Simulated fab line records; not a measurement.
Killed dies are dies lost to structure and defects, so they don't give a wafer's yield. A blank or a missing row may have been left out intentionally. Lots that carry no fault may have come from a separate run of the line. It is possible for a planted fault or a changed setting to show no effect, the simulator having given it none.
Struck lot and sound lot, side by side || flow n5_finfet || 14 steps out of a route of 1938
Sound: wafers L540.1, L540.2, L540.4. Struck: wafer L529.4 (left out: L529.5, a lot-mate that was not struck); the cause follows at the end.
Order at every step that has rows: each side's tool, ch and its chambers, its first start. Under that, the readings that differ: sound wafers || struck wafers || difference of the means || sigmas: that difference in standard deviations of wafers without a fault.
alike: words and numbers the same on both sides, and readings whose means are apart by under 2 such deviations; not compared: readings that were withheld, readings missing a value for some wafer, numbers with overlapping values and no deviation given by the record, and bounds like >300 which may hide the same value.
Wherever a step has rows on one side only, a row that says differs or no value, or a row with sigmas, the two part there. Numbers that have no deviation but don't overlap get no sigmas and don't part them. A reading missing from all wafers of one side parts the sides only when that side holds two or more wafers.

first, 4 steps without rows for these wafers: N5_HKMG_FIN_ALD_72 (deposits W, target thk 2 nm, pulse time 1 s, purge time 2 s); N5_HKMG_FIN_W_FILL_22 (material W, target thk 60 nm, time 18.2 s); N5_HKMG_FIN_PRECLEAN_83 (cleans in DIW, time 57.5 s); N5_HKMG_FIN_SRD_84 (dry time 32 s).
N5_HKMG_FIN_CMP_23: polishes, stops on SiNx, t overpolish 10 s, target thk 46.326 nm.
  sound on cmp-03 ch 1,2,3, day 10 01:25; struck on cmp-03 ch 0, day 7 01:57
{"reading": "motor_current_A (A)", "sound": "12.0 12.3 9.6", "struck": 16.3, "difference": "+5.0", "sigmas": "+3"}
  alike: overpolish_run_s, time_to_endpoint_s
then, 1 step without rows for these wafers: N5_HKMG_FIN_CMP_94 (polishes, stops on SiNx, t overpolish 4.7 s, target thk 43.299 nm).
N5_HKMG_FIN_INSPECT_28: inspects for defects (darkfield).
  sound on defect_inspect-01 at day 10 02:02; struck on defect_inspect-01 at day 7 02:31
{"reading": "raw_defect_count", "sound": "41 66 86", "struck": 31, "difference": -33, "sigmas": -2}
N5_GATE_CUT_ETCHBACK_00: etches W in SF6/Cl2.
  sound on rie_metal-01 ch 0,1, day 10 02:04; struck on rie_metal-01 ch 0, day 7 02:35
  alike: SF6_flow_sccm, drypump_motor_current_A, oes_product_au, throttle_valve_pct
  not compared: rf_hours_counter_h
N5_GATE_CUT_ETCH_56: etches TiN in Cl2/Ar, target depth 21.6 nm.
  sound on rie_metal-01 ch 0,1, day 10 02:11; struck on rie_metal-01 ch 0, day 7 02:41
  alike: drypump_motor_current_A, oes_product_au, throttle_valve_pct
  not compared: rf_hours_counter_h
N5_GATE_CUT_ETCHBACK_30: etches TiN in Cl2/Ar, target depth 3 nm.
  sound on rie_metal-01 ch 0,1, day 10 02:17; struck on rie_metal-01 ch 0, day 7 02:46
  alike: drypump_motor_current_A, oes_product_au, throttle_valve_pct
  not compared: rf_hours_counter_h
then, 1 step without rows for these wafers: N5_GATE_CUT_VAPOR_ETCH_60 (etches HfO2 in BCl3/Cl2).
N5_GATE_CUT_ETCH_58: etches SiNx in CH3F/O2, target depth 17 nm, time 128.6 s.
  sound on rie_diel-03 ch 2,3, day 10 02:22; struck on rie_diel-01 ch 2, day 7 02:55
{"reading": "oes_product_au (a.u.)", "sound": "0.73 0.75 0.74", "struck": 1.00, "difference": "+0.26", "sigmas": "+4"}
{"reading": "model.etch.depth_nm (nm)", "sound": "16.99 17.37 17.17", "struck": 26.44, "difference": "+9.26", "sigmas": ""}
{"reading": "model.SiNx_of_SDB_ALD_29.thk_nm (nm)", "sound": "24.6 24.4 24.6", "struck": 23.2, "difference": -1.3, "sigmas": ""}
  alike: drypump_motor_current_A, rf_vpp_V, showerhead_plenum_p_Torr, throttle_valve_pct
  not compared: rf_hours_counter_h
N5_GATE_CUT_STRIP_59: strips in N2/H2, time 20 s.
  sound on rie_diel-03 ch 2,3, day 10 02:28; struck on rie_diel-01 ch 2, day 7 03:01
  alike: drypump_motor_current_A, n2_flow_sccm, oes_product_au, rf_vpp_V, showerhead_plenum_p_Torr, throttle_valve_pct
  not compared: rf_hours_counter_h
-- a jump in the record: the struck wafers' starts before and after are 9 days apart (it breaks off in module GATE_CUT and resumes in module PASSIVATION, where the first step shown is number 1936 of the route) --
N5_PASSIVATION_PROBE_49:
  rows exist in the record for the struck wafers here (prober-01, day 16 03:04), but not for the sound ones

## WHERE THEY PART
Last at N5_PASSIVATION_PROBE_49 as far as this record goes, first at N5_HKMG_FIN_CMP_23.

WHY: what the simulator had put in
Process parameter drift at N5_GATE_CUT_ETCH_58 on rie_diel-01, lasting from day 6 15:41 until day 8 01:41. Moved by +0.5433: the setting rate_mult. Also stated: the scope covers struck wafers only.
